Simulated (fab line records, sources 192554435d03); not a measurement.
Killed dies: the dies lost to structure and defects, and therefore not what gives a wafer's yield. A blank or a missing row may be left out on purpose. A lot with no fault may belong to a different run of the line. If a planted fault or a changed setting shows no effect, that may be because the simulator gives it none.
Matching of chambers	flow n5 finfet	N5_BEOL_M4_DEP_57 on pecvd-03: 3 sister chambers
The step deposits SiCN from 3MS/NH3, target thk 8 nm, time 14 s. 6 wafers are shown with their chamber, then 11 later ones without.

== EACH WAFER AND ITS CHAMBER ==
wafer	chamber	throttle valve pct (%)	showerhead plenum p Torr (Torr)
L081.4	0	9.1	3.658
L081.6	1	9.5	3.675
L082.1	0	9.1	3.656
L082.2	1	9.7	3.677
L082.4	2	8.7	3.675
L084.4	2	8.8	3.667

== WAFERS MISSING THEIR CHAMBER ==
wafer	throttle valve pct (%)	showerhead plenum p Torr (Torr)
L084.5	9.6	3.668
L084.6	8.8	3.652
L085.1	9.8	3.655
L085.2	8.9	3.650
L085.6	9.7	3.665
L086.2	9.5	3.671
L086.3	9.1	3.666
L086.4	9.6	3.661
L094.2	9.6	3.676
L094.3	9.2	3.658
L094.4	9.7	3.671

== CHAMBER TAKEN BY EACH ==
wafer	from the rows above	in truth
L084.5	1	1
L084.6	can't be placed: 0 or 2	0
L085.1	can't be placed: 1 or 0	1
L085.2	0	0
L085.6	1	1
L086.2	1	1
L086.3	can't be placed: 0 or 2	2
L086.4	can't be placed: 1 or 0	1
L094.2	1	1
L094.3	0	0
L094.4	1	1
Correct placement for 7 of the 11. Can't be placed from these rows: 4 (the true chamber is among the candidates in 4). Number placed wrongly: 0.
How it was worked out, from the rows above alone: a wafer's distance from a chamber is the root of the sum, over the readings, of the square of ((its reading less the chamber's mean) divided by the reading's scatter). The wafer belongs to the nearest chamber; if the next one is less than 2 further off, it can't be placed. A chamber's mean is the mean of its shown wafers. How the scatter is found: for the shown wafers, subtract from each reading the mean of its chamber, square and add these, divide the total by (wafers less chambers), then take the root.
